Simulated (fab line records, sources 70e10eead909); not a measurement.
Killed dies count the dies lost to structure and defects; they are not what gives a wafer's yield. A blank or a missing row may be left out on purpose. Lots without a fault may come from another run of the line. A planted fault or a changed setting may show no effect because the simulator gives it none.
Struck lot and sound lot, side by side || flow nand_harc || 11 steps out of a route of 1302
Sound: wafers L995.2, L995.3, L995.4. Wafers struck: L100.4, L100.5, L100.6. At the end, the cause is stated.
For every step that has rows: the tool of each side, followed by ch and its chambers, followed by its first start. Under that, the readings that differ: sound wafers || struck wafers || difference of the means || sigmas: that difference in standard deviations of wafers without a fault.
alike: readings with means less than 2 such deviations apart, plus words and numbers identical on both sides. not compared: withheld readings, readings lacking a value on some wafer, bounds such as >300 that could conceal the same value, and numbers that have no deviation in the record and whose values overlap.
A row with sigmas, a row that says differs or no value, or rows on one side alone: a step with any of these is where the two part. Numbers that don't overlap but have no deviation are shown without sigmas and don't part them. A reading that every wafer of one side lacks parts them only if that side has two wafers or more.

first, 1 step without rows for these wafers: NHARC_A_WL_FILL_CVD_23 (deposits poly-Si, target thk 40 nm, time 800 s).
NHARC_A_WL_FILL_ETCHBACK_26: etches the open film in HBr, target depth 52 nm, time 13.3 s.
  sound on rie_si-02 ch 0,1,3, day 23 00:37; struck on rie_si-02 ch 0,3, day 23 20:58
  alike: chamber_pressure_mTorr, drypump_motor_current_A, hbr_flow_sccm, oes_product_au, throttle_valve_pct
  not compared: rf_hours_counter_h
then, 2 steps without rows for these wafers: NHARC_A_WL_FILL_PRECLEAN_30 (cleans in dHF, time 10 s); NHARC_A_WL_FILL_SRD_14.
NHARC_A_WL_FILL_ALD_19: deposits TiN, target thk 2 nm, pulse time 3 s, ald cycles 100.
  sound on ald_metal-03 ch 0,1,2, day 23 00:52; struck on ald_metal-04 ch 0,2,3, day 23 21:15
  alike: heater_power_outer_w, heater_power_w, precursor_pulse_height_rel
NHARC_A_WL_FILL_CVD_20: deposits W, target thk 100 nm, time 74 s.
  sound on cvd_w-02 ch 0,1; struck on cvd_w-02 ch 0,1
  alike: heater_power_outer_w, heater_power_w, mfc_wf6_sccm, throttle_valve_pct
NHARC_A_WL_FILL_CMP_12: polishes, t overpolish 30 s, target thk 100 nm.
  sound on cmp-04 ch 1,2,3, day 23 01:16; struck on cmp-04 ch 1,2,3, day 23 21:38
  alike: motor_current_A, overpolish_run_s, time_to_endpoint_s
following that, these wafers have no rows for 1 step: NHARC_A_WL_FILL_SRD_31.
NHARC_A_WL_FILL_INSPECT_15:
  sound: defect_inspect-02 at day 23 01:46; struck: defect_inspect-01 at day 23 22:05
  alike: raw_defect_count
NHARC_A_CONTACT_DEP_24: deposits SiO2, target thk 500 nm.
  sound on pecvd-04 ch 0,2, day 23 01:53; struck on pecvd-04 ch 0,1,2, day 23 22:20
{"reading": "rf_fwd_power_W (W)", "sound": "899.6 898.2 899.5", "struck": "1004.5 1005.1 1007.7", "difference": "+106.7", "sigmas": "+41"}
  alike: heater_power_outer_w, heater_power_w, throttle_valve_pct
following that, these wafers have no rows for 1 step: NHARC_END_SORT_01.

## WHERE THEY PART
NHARC_A_CONTACT_DEP_24 only, going by this record.

WHY: the cause the simulator had injected
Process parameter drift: pecvd-04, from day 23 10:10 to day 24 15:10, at NHARC_A_CONTACT_DEP_24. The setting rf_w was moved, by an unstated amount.
